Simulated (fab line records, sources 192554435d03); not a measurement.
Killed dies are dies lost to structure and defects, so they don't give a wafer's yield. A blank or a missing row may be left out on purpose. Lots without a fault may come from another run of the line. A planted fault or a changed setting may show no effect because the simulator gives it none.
Which tool did it? | flow n5_finfet | 10 lots, 29 wafers sampled, at 6 steps of a route of 1938

WHAT THE GAUGES READ, wafer by wafer
N5_BEOL_M15_THK_MEAS_50: measures by xrf. Usual: M15_THK 841 nm, standard deviation 16.
lot  | measured     | on            | M15_THK (nm) | flag
L667 | day 11 16:35 | film_metro-02 | 840 848 855  |
L669 | day 12 01:16 | film_metro-02 | 864 823 866  |
L671 | day 12 09:53 | film_metro-02 | 846 841 855  |
L670 | day 12 09:59 | film_metro-02 | 849 854 848  |
L678 | day 14 19:43 | film_metro-02 | 744 855      |
L682 | day 16 21:10 | film_metro-01 | 825 819 833  |
L685 | day 17 23:29 | film_metro-01 | 851 846 792  |
L686 | day 18 07:31 | film_metro-02 | 851 822 839  |
L688 | day 18 12:31 | film_metro-01 | 846 839 832  |
L687 | day 19 17:38 | film_metro-02 | 817 841 825  |

N5_BEOL_M15_RS_MEAS_54: measures by four-point-probe. Usual: M15_RS 0.0216 ohm/sq, standard deviation 0.00039.
lot  | measured     | on            | M15_RS (ohm/sq)      | flag
L667 | day 11 16:43 | film_metro-02 | 0.0217 0.0214 0.0212 |
L669 | day 12 01:24 | film_metro-01 | 0.0212 0.0223 0.0212 |
L671 | day 12 10:01 | film_metro-02 | 0.0215 0.0216 0.0215 |
L670 | day 12 10:07 | film_metro-01 | 0.0215 0.0213 0.0216 |
L678 | day 14 19:50 | film_metro-01 | 0.0245 0.0213        | OFF
L682 | day 16 21:18 | film_metro-01 | 0.0218 0.0219 0.0217 |
L685 | day 17 23:38 | film_metro-01 | 0.0212 0.0212 0.0225 |
L686 | day 18 07:39 | film_metro-02 | 0.0214 0.0222 0.0218 |
L688 | day 18 12:39 | film_metro-01 | 0.0213 0.0215 0.0216 |
L687 | day 19 17:46 | film_metro-02 | 0.0223 0.0216 0.0221 |

WHICH TOOL RAN EACH LOT (tool, then ch and the chambers of the sampled wafers, then the start)
lot  | N5_BEOL_M15_TRENCH_ETCH_34         | N5_BEOL_M15_SPUTTER_44       | N5_BEOL_M15_ANNEAL_48            | N5_BEOL_M15_CMP_49
L667 | rie_diel-04 ch 0,1,2, day 11 13:34 | pvd_sputter-02, day 11 15:32 | rtp_anneal-02 ch 0, day 11 16:00 | cmp-03 ch 0,2,3, day 11 16:23
L669 | rie_diel-02 ch 0,2, day 11 20:23   | pvd_sputter-02, day 12 00:14 | rtp_anneal-02 ch 0, day 12 00:41 | cmp-03 ch 0,3, day 12 00:59
L671 | rie_diel-04 ch 0,2,3, day 12 06:07 | pvd_sputter-03, day 12 08:39 | rtp_anneal-01 ch 0, day 12 09:20 | cmp-04 ch 0,2,3, day 12 09:40
L670 | rie_diel-06 ch 1,3, day 12 06:17   | pvd_sputter-01, day 12 08:49 | rtp_anneal-02 ch 0, day 12 09:23 | cmp-03 ch 0,1,2, day 12 09:41
L678 | rie_diel-06 ch 0,1, day 14 15:48   | pvd_sputter-03, day 14 18:41 | rtp_anneal-02 ch 0, day 14 19:07 | cmp-04 ch 1,3, day 14 19:25
L682 | rie_diel-02 ch 0,1,3, day 16 10:24 | pvd_sputter-03, day 16 19:52 | rtp_anneal-01 ch 0, day 16 20:19 | cmp-01 ch 1,2,3, day 16 20:55
L685 | rie_diel-06 ch 2,3, day 17 17:12   | pvd_sputter-03, day 17 22:26 | rtp_anneal-02 ch 0, day 17 22:58 | cmp-01 ch 0,1,3, day 17 23:16
L686 | rie_diel-02 ch 0,2,3, day 18 02:55 | pvd_sputter-01, day 18 06:29 | rtp_anneal-01 ch 0, day 18 06:56 | cmp-03 ch 0,2,3, day 18 07:16
L688 | rie_diel-06 ch 0,1,3, day 18 08:11 | pvd_sputter-02, day 18 11:29 | rtp_anneal-02 ch 0, day 18 11:58 | cmp-04 ch 1,2,3, day 18 12:20
L687 | rie_diel-02 ch 0,3, day 19 14:50   | pvd_sputter-02, day 19 16:35 | rtp_anneal-02 ch 0, day 19 17:05 | cmp-04 ch 0,2,3, day 19 17:20
- N5_BEOL_M15_TRENCH_ETCH_34: etches SiO2 in C4F8/O2/Ar, target depth 872.93 nm, time 199 s.
- N5_BEOL_M15_SPUTTER_44: material Ta, target thk 15 nm, time 24.19 s.
- N5_BEOL_M15_ANNEAL_48: time 90 s.
- N5_BEOL_M15_CMP_49: polishes, stops on SiO2, t overpolish 4.9 s, target thk 850 nm.

WHAT THE TOOLS THEMSELVES READ (means of the sampled wafers that have a number; where no wafer has one, the mark that the record gives instead)
N5_BEOL_M15_TRENCH_ETCH_34. Usual: O2_flow_sccm 12.00 sccm, standard deviation 0.041; drypump_motor_current_A 5.5 A, standard deviation 0.49; he_inner_torr 15.001 Torr, standard deviation 0.028; oes_product_au 0.79 a.u., standard deviation 0.074; rf_vpp_V 2220 V, standard deviation 32; showerhead_plenum_p_Torr 3.44 Torr, standard deviation 0.078; throttle_valve_pct 30.95 %, standard deviation 0.2.
lot  | tool        | O2_flow_sccm (sccm) | drypump_motor_current_A (A) | he_inner_torr (Torr) | oes_product_au (a.u.) | rf_vpp_V (V) | showerhead_plenum_p_Torr (Torr) | throttle_valve_pct (%) | flag
L667 | rie_diel-04 | 12.03               | 5.4                         | 15.011               | 0.78                  | 2241         | 3.45                            | 30.96                  |
L669 | rie_diel-02 | 12.04               | 6.0                         | 14.987               | 0.83                  | 2229         | 3.48                            | 31.10                  |
L671 | rie_diel-04 | 11.98               | 5.1                         | 15.013               | 0.79                  | 2228         | 3.43                            | 31.01                  |
L670 | rie_diel-06 | 11.95               | 5.8                         | 15.007               | 0.78                  | 2210         | 3.49                            | 31.09                  |
L678 | rie_diel-06 | 11.95               | 5.2                         | 14.979               | 0.79                  | 2198         | 3.46                            | 30.78                  |
L682 | rie_diel-02 | 12.02               | 5.3                         | 14.995               | 0.81                  | 2214         | 3.44                            | 30.79                  |
L685 | rie_diel-06 | 12.03               | 6.1                         | 14.997               | 0.79                  | 2220         | 3.37                            | 31.07                  |
L686 | rie_diel-02 | 12.00               | 5.5                         | 14.981               | 0.82                  | 2227         | 3.47                            | 30.92                  |
L688 | rie_diel-06 | 12.01               | 5.6                         | 14.996               | 0.80                  | 2202         | 3.42                            | 30.90                  |
L687 | rie_diel-02 | 12.04               | 5.1                         | 15.023               | 0.76                  | 2227         | 3.48                            | 30.85                  |

N5_BEOL_M15_SPUTTER_44. Usual: throttle_valve_pct 30.2 %, standard deviation 1.3.
lot  | tool           | throttle_valve_pct (%) | flag
L667 | pvd_sputter-02 | 30.7                   |
L669 | pvd_sputter-02 | 30.6                   |
L671 | pvd_sputter-03 | 28.9                   |
L670 | pvd_sputter-01 | 31.1                   |
L678 | pvd_sputter-03 | 29.9                   |
L682 | pvd_sputter-03 | 28.9                   |
L685 | pvd_sputter-03 | 28.5                   |
L686 | pvd_sputter-01 | 31.0                   |
L688 | pvd_sputter-02 | 30.3                   |
L687 | pvd_sputter-02 | 30.8                   |

N5_BEOL_M15_ANNEAL_48. Usual: wafer_temp_C_max 225.77, standard deviation 0.21.
lot  | tool          | wafer_temp_C_max | flag
L667 | rtp_anneal-02 | 225.62           |
L669 | rtp_anneal-02 | 225.82           |
L671 | rtp_anneal-01 | 225.91           |
L670 | rtp_anneal-02 | 225.65           |
L678 | rtp_anneal-02 | 225.50           |
L682 | rtp_anneal-01 | 225.95           |
L685 | rtp_anneal-02 | 225.93           |
L686 | rtp_anneal-01 | 226.02           |
L688 | rtp_anneal-02 | 225.44           |
L687 | rtp_anneal-02 | 225.78           |

N5_BEOL_M15_CMP_49. Usual: barrier_field_endpoint_s 11.43 s, standard deviation 0.26; motor_current_A 7.7 A, standard deviation 1.1; overpolish_run_s 4.901 s, standard deviation 0.0094; pad_life_wafers 817, standard deviation 560; retaining_ring_pressure_frac 0.999, standard deviation 0.0054.
lot  | tool   | barrier_field_endpoint_s (s) | motor_current_A (A) | overpolish_run_s (s) | pad_life_wafers | retaining_ring_pressure_frac | flag
L667 | cmp-03 | 11.24                        | 7.8                 | 4.898                | 92              | 0.998                        |
L669 | cmp-03 | 11.59                        | 7.7                 | 4.892                | 176             | 1.001                        |
L671 | cmp-04 | 11.50                        | 7.2                 | 4.901                | 770             | 1.001                        |
L670 | cmp-03 | 11.36                        | 6.9                 | 4.896                | 241             | 0.996                        |
L678 | cmp-04 | 11.41                        | 7.5                 | 4.906                | 1135            | 0.994                        |
L682 | cmp-01 | 11.30                        | 8.4                 | 4.898                | 638             | 0.999                        |
L685 | cmp-01 | 11.43                        | 8.2                 | 4.903                | 872             | 1.004                        |
L686 | cmp-03 | 11.16                        | 8.0                 | 4.904                | 1154            | 1.000                        |
L688 | cmp-04 | 11.13                        | 7.5                 | 4.902                | 1851            | 1.000                        |
L687 | cmp-04 | 11.16                        | 6.9                 | 4.895                | 8               | 0.995                        |

THE ANSWER, worked out from the rows above alone
Rule: a lot is off if the mean of its wafers that have a number lies more than 3 standard deviations from the usual mean. A lot without any number at a reading at which 4 lots or more have one is off too. The other lots that the step has rows for count as sound. The gauges are gone through in route order, then the tools' own readings, and for those a lot's mean is taken as printed above. The first step at which some lot is off is used, and at that step the reading that is off furthest; a lot without a number counts as furthest.
Off: L678, at N5_BEOL_M15_RS_MEAS_54 (M15_RS).
A tool fits if, at a process step before that reading, it ran every lot that is off, and no sound lot after the first of them. The gauges at N5_BEOL_M15_RS_MEAS_54 are tried like those tools. None of those tried fits.

WHAT THE SIMULATOR HAD PUT IN
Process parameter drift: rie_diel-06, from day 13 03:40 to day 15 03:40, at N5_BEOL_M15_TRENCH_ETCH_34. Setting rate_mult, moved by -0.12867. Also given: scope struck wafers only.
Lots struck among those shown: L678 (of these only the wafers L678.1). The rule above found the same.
